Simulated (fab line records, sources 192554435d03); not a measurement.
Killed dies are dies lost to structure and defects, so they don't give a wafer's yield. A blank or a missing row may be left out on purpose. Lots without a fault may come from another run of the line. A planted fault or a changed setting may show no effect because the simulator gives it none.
fab line records | flow n5_finfet
record lots=9 wafers=26 last_day=18
route steps=1938 shown MOL_CONTACT_COAG@537 BEOL_M4@1111 PASSIVATION@1936
lots that met no fault: from a run of the same line without faults
start_h: hours from the record's first day to the start of the lot's first wafer shown | wait_h: hours since the lot's step before | " the same as in the row above | L1.1+2: a row that stands for several wafers | - no value, or no start given | * or withheld: withheld | < > ~ a bound
route shown NAME@n: a module of which the file shows steps, and the number in the route of the first | usual: mean/standard deviation of fault-free wafers | same: alike in all rows | chamber/n: place in a boat | sites: the reading at each site | _std_site: their standard deviation | _edge_site: outer sites' mean less inner sites' | radius_mm: how far each site lies from the wafer's centre | mask NAME#n: copy n | behind: the tool/chamber that last shaped the wafer | hold: why the lot was held/for how many hours/how that ended | device: the transistor (n, p or np) that didn't switch | end of line: the same wafers' tests at the end of the route | a step without rows: its recipe alone | killed: dies lost to structure and defects at the first sort, not the wafer's yield | map: a wafer's dies, x killed, . not, _ none there
set.NAME: the setting as run; set.NAME@STEP: as run at that earlier step | model.NAME: the simulator's own value behind a step, which no gauge read
steps of the route over a sample of lots; a table a step, a row a wafer
services: from which hour (start_h, from the record's first day; less than 0 if before it) a tool's chamber was out of use, for how many hours, and why
## steps
# step N5_MOL_CONTACT_COAG_ETCH_15
# recipe chemistry=CH3F/O2 target=SiNx target_depth_a=70 mask_material=SOC stop_on=Si:P over_etch_frac=0.75 ion_energy_ev=120 pressure_mtorr=30 source_w=395 bias_w=73 Ar_flow_sccm=150 CH3F_flow_sccm=30 O2_flow_sccm=20
# usual drypump_motor_current_A=5.6/0.46 oes_o_777_au=0.82/0.067 oes_product_au=0.60/0.049 rf_vpp_V=297/5.9 showerhead_plenum_p_Torr=2.01/0.055 throttle_valve_pct=16.23/0.23
# columns lot.wafer tool chamber start_h wait_h drypump_motor_current_A oes_o_777_au oes_product_au rf_hours_counter_h rf_vpp_V showerhead_plenum_p_Torr throttle_valve_pct
L419.4 rie_diel-02 3 90.88 0.0 5.4 0.79 0.58 - 295 2.09 16.35
L419.5 " 1 " " 5.0 0.89 0.67 - 296 1.98 16.32
L419.6 " 0 " " 5.4 0.75 0.56 - 294 2.01 16.45
L420.2 rie_diel-03 1 96.51 0.0 6.1 0.93 0.69 15 308 2.06 16.04
L420.4 " 0 " " 5.4 0.87 0.64 46 302 2.11 15.75
L420.6 " 1 " " 6.1 0.93 0.70 - 307 2.05 16.02
L425.2 rie_diel-03 2 131.44 0.0 5.6 0.88 0.65 17 296 2.05 15.92
L425.5 " 3 " " 6.0 0.77 0.56 - 295 2.00 16.02
L425.6 " 2 " " 5.6 0.89 0.66 - 294 2.05 15.91
L427.1 rie_diel-06 0 138.09 0.0 6.2 0.89 0.65 25 292 1.97 16.39
L427.3 " 3 " " 6.6 0.83 0.59 78 298 2.03 16.42
L427.5 " 1 " " 4.9 0.76 0.54 - 309 1.92 16.46
L428.1 rie_diel-02 0 143.93 0.0 5.4 0.73 0.54 144 294 2.00 16.49
L428.3 " 3 " " 5.4 0.77 0.57 135 295 2.09 16.38
L428.4 " 1 " " 5.1 0.84 0.63 29 297 1.98 16.39
L435.3 rie_diel-06 3 194.54 0.0 6.6 0.82 0.58 97 297 2.02 16.46
L435.5 " 1 " " 4.9 0.74 0.54 - 307 1.91 16.48
L440.2 rie_diel-06 0 224.52 0.0 6.2 0.84 0.62 52 291 1.96 16.43
L440.3 " 1 " " 4.8 0.73 0.54 178 307 1.91 16.50
L440.4 " 2 " " 5.4 0.79 0.59 110 298 1.94 16.35
L442.2 rie_diel-02 2 233.91 0.0 5.1 0.90 0.64 48 285 1.95 16.44
L442.4 " 1 " " 5.1 0.80 0.61 57 297 1.97 16.43
L442.5 " 0 " " 5.4 0.71 0.52 - 296 1.99 16.56
L441.1 rie_diel-03 1 237.45 0.0 6.1 0.84 0.63 61 309 2.04 16.11
L441.2 " 3 " " 6.0 0.75 0.54 153 295 1.99 16.08
L441.4 " 0 " " 5.4 0.82 0.59 92 304 2.09 15.85
# step N5_MOL_CONTACT_COAG_CO_FILL_22
# recipe material=Co target_thk_a=200 temp_c=200 precursor=CCTBA/H2 pressure_torr=30
# usual heater_power_outer_w=121/15 heater_power_w=233/21
# columns lot.wafer tool chamber start_h wait_h heater_power_outer_w heater_power_w
L419.4 cvd_co-01 0 93.05 0.4 116 225
L419.5 " 2 " " 114 219
L419.6 " 1 " " 125 228
L420.2 cvd_co-02 0 101.07 0.1 150 278
L420.4 " 0 " " 151 268
L420.6 " 2 " " 102 209
L425.2 cvd_co-02 0 133.15 0.1 149 267
L425.5 " 0 " " 152 268
L425.6 " 2 " " 96 214
L427.1 cvd_co-02 1 140.88 0.1 117 248
L427.3 " 2 " " 100 206
L427.5 " 1 " " 119 254
L428.1 cvd_co-02 2 146.22 0.1 98 210
L428.3 " 1 " " 116 249
L428.4 " 1 " " 115 250
L435.3 cvd_co-02 2 198.97 0.1 102 209
L435.5 " 2 " " 103 210
L440.2 cvd_co-02 1 229.39 0.1 117 259
L440.3 " 0 " " 146 264
L440.4 " 2 " " 101 210
L442.2 cvd_co-01 1 237.06 0.1 125 231
L442.4 " 1 " " 118 238
L442.5 " 0 " " 113 220
L441.1 cvd_co-02 1 240.36 0.1 116 254
L441.2 " 0 " " 153 269
L441.4 " 2 " " 103 210
# step N5_MOL_CONTACT_COAG_PRE_CLEAN_142
# recipe gas=H2/He time_s=60 temp_c=300
# usual heater_power_w=482/53
# columns lot.wafer tool chamber start_h wait_h heater_power_w
L419.4 pvd_sputter-01 - 96.03 1.8 488
L419.5 " - " " 530
L419.6 " - " " 471
L420.2 pvd_sputter-01 - 104.27 2.1 536
L420.4 " - " " 458
L420.6 " - " " 484
L425.2 pvd_sputter-01 - 136.81 2.4 503
L425.5 " - " " 518
L425.6 " - " " 502
L427.1 pvd_sputter-01 - 145.63 4.0 464
L427.3 " - " " 507
L427.5 " - " " 488
L428.1 pvd_sputter-01 - 149.01 1.9 534
L428.3 " - " " 496
L428.4 " - " " 453
L435.3 pvd_sputter-03 - 200.52 0.5 407
L435.5 " - " " 500
L440.2 pvd_sputter-01 - 232.98 2.7 529
L440.3 " - " " 476
L440.4 " - " " 450
L442.2 pvd_sputter-03 - 240.02 2.1 509
L442.4 " - " " 507
L442.5 " - " " 415
L441.1 pvd_sputter-02 - 243.75 2.6 394
L441.2 " - " " 595
L441.4 " - " " 513
# step N5_MOL_CONTACT_COAG_CMP_28
# recipe stop_on=SiNx t_overpolish_s=0.85 post_cmp_clean=alkaline_brush down_force_psi=4.15 platen_rpm=51.8 pad_velocity_m_s=1.0307 target_thk_nm=14.522
# usual motor_current_A=11.5/1.3 time_to_endpoint_s=5.2/2.4
# columns lot.wafer tool chamber start_h wait_h motor_current_A time_to_endpoint_s
L419.4 cmp-03 3 98.73 0.8 13.2 3.7
L419.5 " 2 " " 9.4 5.1
L419.6 " 3 " " 12.9 3.0
L420.4 cmp-02 2 106.94 0.8 12.8 3.3
L420.2 " 3 " " 11.4 2.0
L420.6 " 1 " " 12.9 2.0
L425.2 cmp-04 1 139.52 0.9 10.5 8.0
L425.5 " 3 " " 13.3 6.2
L425.6 " 0 " " 11.1 3.1
L427.1 cmp-04 0 148.33 0.9 10.9 4.0
L427.3 " 1 " " 10.5 6.0
L427.5 " 3 " " 13.1 3.4
L428.4 cmp-04 0 151.68 0.8 10.6 1.0
L428.3 " 1 " " 10.8 9.0
L428.1 " 2 " " 10.1 9.1
L435.3 cmp-04 2 203.15 0.8 10.4 3.0
L435.5 " 3 " " 12.8 7.2
L440.3 cmp-02 3 235.64 0.8 11.5 3.9
L440.4 " 0 " " 9.7 5.7
L440.2 " 1 " " 12.5 5.4
L442.2 cmp-03 3 242.66 0.8 12.8 2.5
L442.4 " 1 " " 12.5 4.6
L442.5 " 3 " " 13.1 2.5
L441.4 cmp-02 3 246.38 0.8 10.7 5.3
L441.2 " 0 " " 10.0 6.6
L441.1 " 1 " " 13.2 4.8
# step N5_MOL_CONTACT_COAG_THK_MEAS_29
# recipe reads=SiNx_of_GATE_CUT_PECVD_57+SiNx_of_GATE_CUT_SAC_CAP_01
# usual MD_CAP_THK=17.89/0.082
# columns lot.wafer tool chamber start_h wait_h MD_CAP_THK[nm]
L419.4 film_metro-02 - 98.99 - 17.90
L419.5 " - " " 17.94
L419.6 " - " " 17.91
L420.2 film_metro-01 - 107.20 - 17.90
L420.4 " - " " 17.77
L420.6 " - " " 17.82
L425.2 film_metro-01 - 139.74 - 17.95
L425.5 " - " " 17.84
L425.6 " - " " 17.69
L427.1 film_metro-02 - 148.55 - 17.90
L427.3 " - " " 18.10
L427.5 " - " " 17.74
L428.1 film_metro-01 - 151.97 - 17.97
L428.3 " - " " 17.88
L428.4 " - " " 17.88
L435.3 film_metro-01 - 203.45 - 17.50
L435.5 " - " " 17.81
L440.2 film_metro-01 - 235.90 - 17.88
L440.3 " - " " 17.83
L440.4 " - " " 17.84
L442.2 film_metro-01 - 242.95 - 17.88
L442.4 " - " " 17.94
L442.5 " - " " 17.89
L441.1 film_metro-01 - 246.68 - 17.94
L441.2 " - " " 17.88
L441.4 " - " " 17.83
# step N5_BEOL_M4_RC_MEAS_101
# usual DIBL_N=36.0/1.9 DIBL_P=36.0/2.1 IOFF_N=0.155/0.029 IOFF_P=0.20/0.032 ION_N=672/11 ION_P=461/6.9 SS_N=71.5/0.58 SS_P=73.2/0.64 VT_N=250.4/2.9 VT_P=-251.0/2.8
# columns lot.wafer tool chamber start_h wait_h DIBL_N[mV/V] DIBL_P[mV/V] IOFF_N[nA/um] IOFF_P[nA/um] ION_N[uA/um] ION_P[uA/um] SS_N[mV/dec] SS_P[mV/dec] VT_N[mV] VT_P[mV]
L419.4 prober-02 0 180.36 0.5 34.5 33.8 0.124 0.16 676 455 70.4 72.2 254.2 -256.0
L419.5 " 0 " " 35.0 35.0 0.131 0.17 659 446 71.1 72.5 253.3 -252.8
L419.6 " 0 " " 35.1 34.7 0.136 0.16 661 451 70.7 72.9 251.9 -257.8
L420.2 prober-02 0 185.41 0.2 36.5 35.3 0.129 0.19 654 452 71.4 73.9 254.5 -251.4
L420.4 " 0 " " 34.5 33.6 0.114 0.18 672 470 71.0 72.9 254.6 -251.4
L420.6 " 0 " " 34.4 33.3 0.112 0.17 666 462 70.8 72.3 254.9 -253.8
L425.2 prober-01 0 221.08 0.2 34.8 33.1 0.127 0.15 676 453 70.1 72.5 249.6 -256.0
L425.5 " 0 " " 37.0 35.7 0.158 0.19 684 462 71.7 73.2 250.7 -252.9
L425.6 " 0 " " 38.5 36.5 0.182 0.20 675 454 71.5 73.5 249.8 -251.3
L427.1 prober-01 0 227.73 0.0 38.1 38.0 0.178 0.22 688 468 71.8 73.3 247.4 -249.7
L427.3 " 0 " " 35.3 34.2 0.125 0.17 671 459 71.0 72.6 253.8 -253.8
L427.5 " 0 " " 37.7 37.6 0.177 0.21 690 464 71.1 73.1 247.6 -250.1
L428.1 prober-01 0 240.97 0.0 36.0 37.2 0.153 0.21 688 469 70.9 74.1 249.2 -248.9
L428.3 " 0 " " 35.7 36.8 0.155 0.22 672 467 71.1 73.8 250.3 -250.4
L428.4 " 0 " " 34.6 35.8 0.135 0.20 665 466 71.5 73.6 251.7 -249.1
L435.3 prober-02 0 279.82 0.3 36.1 36.5 0.134 0.18 661 454 71.1 72.7 256.5 -253.1
L435.5 " 0 " " 40.0 41.4 0.216 0.26 681 465 72.0 75.0 251.1 -249.7
L442.2 prober-01 0 311.51 0.2 37.5 36.0 0.179 0.23 672 465 71.6 73.9 248.6 -246.8
L442.4 " 0 " " 35.8 34.7 0.147 0.20 678 460 71.1 72.9 251.6 -250.3
L442.5 " 0 " " 38.0 36.4 0.173 0.24 657 450 71.5 73.8 248.6 -252.1
L440.2 prober-02 0 312.04 0.2 33.6 33.1 0.130 0.18 675 467 71.5 72.1 250.5 -250.3
L440.3 " 0 " " 32.7 32.2 0.124 0.17 673 464 70.7 72.4 255.6 -251.7
L440.4 " 0 " " 34.6 33.9 0.132 0.19 656 457 70.9 72.7 253.0 -251.1
L441.1 prober-01 0 313.78 0.0 34.4 35.1 0.149 0.19 682 466 71.6 73.0 252.9 -249.1
L441.2 " 0 " " 33.3 33.1 0.118 0.15 661 450 71.0 72.6 255.5 -255.7
L441.4 " 0 " " 32.8 33.0 0.119 0.16 674 462 70.4 72.9 251.2 -253.9
# step N5_PASSIVATION_PROBE_49
# usual defect_limited_yield=91.0/1.5 killed_at_M0_to_M3=33/9.4 killed_at_M4_up=14/4.8 killed_at_contacts=13/7.3 killed_at_front_end=43/13 killed_at_other=3.6/2.9 killed_dies=106/18 killed_open=69/13 killed_short=35/8.2 sort_bin_5_function=5.3/1 sort_bin_6_memory=3.3/0.68 sort_n_pass=1074/18 sort_yield_pct=91.0/1.5
# same gross_dies=1180 killed_at_back_side=0 sort_bin_4_leakage[%]=0 sort_bin_8_speed[%]=0
# columns lot.wafer tool chamber start_h wait_h defect_limited_yield[%] killed_at_M0_to_M3 killed_at_M4_up killed_at_contacts killed_at_front_end killed_at_other killed_dies killed_open killed_short sort_bin_5_function[%] sort_bin_6_memory[%] sort_n_pass sort_yield_pct[%]
L428.4 prober-01 - 351.04 0.2 87.4 42 12 6 85 4 149 89 56 7.6 4.1 1031 87.4
L435.3 prober-02 - 381.59 0.1 91.5 37 14 6 41 2 100 59 38 4.7 3.6 1080 91.5
L435.5 prober-02 - 381.69 0.2 89.5 52 16 15 41 0 124 82 41 6.1 4.2 1056 89.5
# killed by level:class
L428.4 FIN_SAQP:geometric_particle:open=33 FIN_SAQP:geometric_particle:short=21 BEOL_M2:geometric_particle:open=15 BEOL_M0_SAQP:geometric_particle:open=7 BEOL_M1:geometric_particle:open=6 MOL_CONTACT_COAG:geometric_particle:open=5 BEOL_M4:geometric_particle:open=5 STARTING-WAFER:geometric_particle:open=5
L435.3 STI_FIN_REVEAL:geometric_particle:open=14 FIN_SAQP:geometric_particle:short=10 FIN_SAQP:geometric_particle:open=7 BEOL_M0_SAQP:geometric_particle:open=7 BEOL_M0_SAQP:geometric_particle:short=6 BEOL_M3:geometric_particle:short=6 BEOL_M4:geometric_particle:open=6 BEOL_M2:geometric_particle:open=5
L435.5 BEOL_M0_SAQP:geometric_particle:open=15 MOL_CONTACT_COAG:geometric_particle:open=13 BEOL_M0_SAQP:geometric_particle:short=12 DUMMY_GATE:geometric_particle:open=9 BEOL_M2:geometric_particle:open=8 BEOL_M3:geometric_particle:open=8 FIN_SAQP:geometric_particle:short=7 STI_FIN_REVEAL:geometric_particle:open=6
## services
# columns tool chamber start_h hours kind
cmp-02 - 68.68 2.2 repair
cmp-04 - 76.95 21.0 repair
cmp-03 - 77.03 10.4 pm
pvd_sputter-02 - 85.31 2.8 repair
cmp-04 - 97.98 3.6 pm
rie_diel-06 - 100.57 14.6 pm
cvd_co-01 - 105.10 0.6 repair
cvd_co-02 - 114.26 2.6 repair
cmp-03 - 128.46 4.0 pm
rie_diel-06 0 131.05 5.5 repair
pvd_sputter-03 - 137.72 2.9 repair
rie_diel-06 0 162.38 3.7 repair
rie_diel-02 1 162.82 3.1 repair
pvd_sputter-03 - 164.10 7.1 repair
cvd_co-01 2 169.77 3.3 repair
cmp-02 - 172.72 1.7 repair
cmp-03 - 189.88 1.2 repair
cmp-04 - 197.34 4.2 repair
cmp-03 - 199.47 10.9 pm
cvd_co-02 - 216.98 2.8 pm
cmp-03 - 217.35 4.0 repair
cmp-03 - 227.05 4.2 repair
cmp-02 - 236.73 2.3 repair
rie_diel-06 3 237.05 5.0 repair
## key
first_sign step=N5_MOL_CONTACT_COAG_THK_MEAS_29 reading=MD_CAP_THK direction=down sigmas=4.7 usual=17.89 struck=17.50
effect none on later readings
met_at N5_MOL_CONTACT_COAG_CMP_28
struck_lots L435
struck_wafers L435.3
not_acting_at N5_MOL_CONTACT_COAG_ETCH_15,N5_MOL_CONTACT_COAG_CO_FILL_22,N5_MOL_CONTACT_COAG_PRE_CLEAN_142
onset_between 151.68 203.15
fault kind=process_parameter_drift tool=cmp-04 chamber=- onset_h=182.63 steps=N5_MOL_CONTACT_COAG_CMP_28 channel=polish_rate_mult offset=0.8 shape=step end_h=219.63 scope=struck_wafers_only
